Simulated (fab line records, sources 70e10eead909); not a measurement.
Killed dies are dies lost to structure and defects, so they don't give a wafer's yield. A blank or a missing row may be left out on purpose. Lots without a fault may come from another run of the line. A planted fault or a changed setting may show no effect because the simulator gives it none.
A struck lot beside a sound one | flow nand_harc | 15 steps out of a route of 1159
Sound: wafers L199.2, L199.3, L199.5. Struck: wafers L205.1, L205.5, L205.6. The cause comes at the end.
At each step with rows: each side's tool, then ch and its chambers, then its first start. Under that, the readings that differ: sound wafers | struck wafers | difference of the means | sigmas: that difference in standard deviations of wafers without a fault.
alike: readings whose means differ by less than 2 such deviations, and words and numbers that are the same on both sides. not compared: withheld readings, readings that some wafer has no value for, bounds like >300 that may hide the same value, and numbers for which the record gives no deviation and whose values overlap.
The two part at a step that has a row with sigmas, a row that says differs or no value, or rows on one side only. Numbers that don't overlap but have no deviation are shown without sigmas and don't part them. A reading that every wafer of one side lacks parts them only if that side has two wafers or more.

first, 1 step without rows for these wafers: NHARC_A_CHANNEL_HOLE_D1_STRIP_43 (strips in O2/COS).
NHARC_A_CHANNEL_HOLE_D1_ETCH_44: etches the open film in CF4/O2, target depth 140 nm, overetch 14 nm, time 77 s.
  sound on rie_diel-02 ch 0,1, day 11 16:15; struck on rie_diel-10 ch 0,2,3, day 13 02:25
  alike: drypump_motor_current_A, oes_product_au, rf_vpp_V, showerhead_plenum_p_Torr, throttle_valve_pct
  not compared: rf_hours_counter_h
NHARC_A_CHANNEL_HOLE_D1_STRIP_27: strips in O2.
  sound on rie_diel-02 ch 0,2,3; struck on rie_diel-10 ch 2,3
  alike: drypump_motor_current_A, oes_product_au, rf_vpp_V, showerhead_plenum_p_Torr, throttle_valve_pct
  not compared: rf_hours_counter_h
then, 2 steps without rows for these wafers: NHARC_A_CHANNEL_HOLE_D1_PRECLEAN_28 (cleans in SC1); NHARC_A_CHANNEL_HOLE_D1_SRD_29.
NHARC_A_CHANNEL_HOLE_D1_CD_MEAS_30:
  sound on cd_sem-03, day 11 17:06; struck on cd_sem-02, day 13 03:20
  alike: cd_nm
NHARC_A_CHANNEL_HOLE_D1_XSEM_31:
  sound on xsem-02 ch 0, day 11 17:12; struck on xsem-01 ch 0, day 13 03:25
  alike: bot_cd_nm, bow_nm, tilt_deg
NHARC_A_CHANNEL_HOLE_D1_INSPECT_40:
  sound on defect_inspect-02, day 11 17:17; struck on defect_inspect-01, day 13 03:32
  alike: raw_defect_count
then, 3 steps without rows for these wafers: NHARC_A_CHANNEL_FILL_D1_PRECLEAN_00 (cleans in SC1); NHARC_A_CHANNEL_FILL_D1_SRD_01; NHARC_A_CHANNEL_FILL_D1_ALD_02 (deposits SiO2, target thk 6 nm, pulse time 10 s, ald cycles 60).
NHARC_A_CHANNEL_FILL_D1_ALD_03: deposits SiNx, target thk 6 nm, pulse time 60 s, ald cycles 58.
  sound on ald_sin_batch-03 ch 0; struck on ald_sin_batch-02 ch 0
  alike: ald_cycles, precursor_pulse_height_rel
NHARC_A_CHANNEL_FILL_D1_ALD_14: deposits SiO2, target thk 2.5 nm, pulse time 10 s, ald cycles 25.
  sound on ald_hk-04 ch 0,1, day 12 00:28; struck on ald_hk-04 ch 0,1, day 13 10:48
  reading    | sound    | struck   | difference | sigmas
  ald_cycles | 25 25 25 | 27 27 27 | +2         |
  alike: heater_power_w, precursor_pulse_height_rel
NHARC_A_CHANNEL_FILL_D1_ALD_15: deposits SiNx, target thk 2 nm, pulse time 60 s, ald cycles 19.
  sound on ald_sin_batch-02 ch 0; struck on ald_sin_batch-01 ch 0
  alike: ald_cycles, precursor_pulse_height_rel
-- the record jumps here: 11 days lie between the struck wafers' starts before and after (it left off in module A_CHANNEL_FILL_D1 and takes up again in module END, whose first step shown is number 1159 of the route) --
NHARC_END_SORT_01:
  the record has rows for the struck wafers here (prober-01 ch 0, day 24 03:02) and none for the sound ones

WHERE THEY PART
Only at NHARC_END_SORT_01, within this record.

WHY: what the simulator had put in
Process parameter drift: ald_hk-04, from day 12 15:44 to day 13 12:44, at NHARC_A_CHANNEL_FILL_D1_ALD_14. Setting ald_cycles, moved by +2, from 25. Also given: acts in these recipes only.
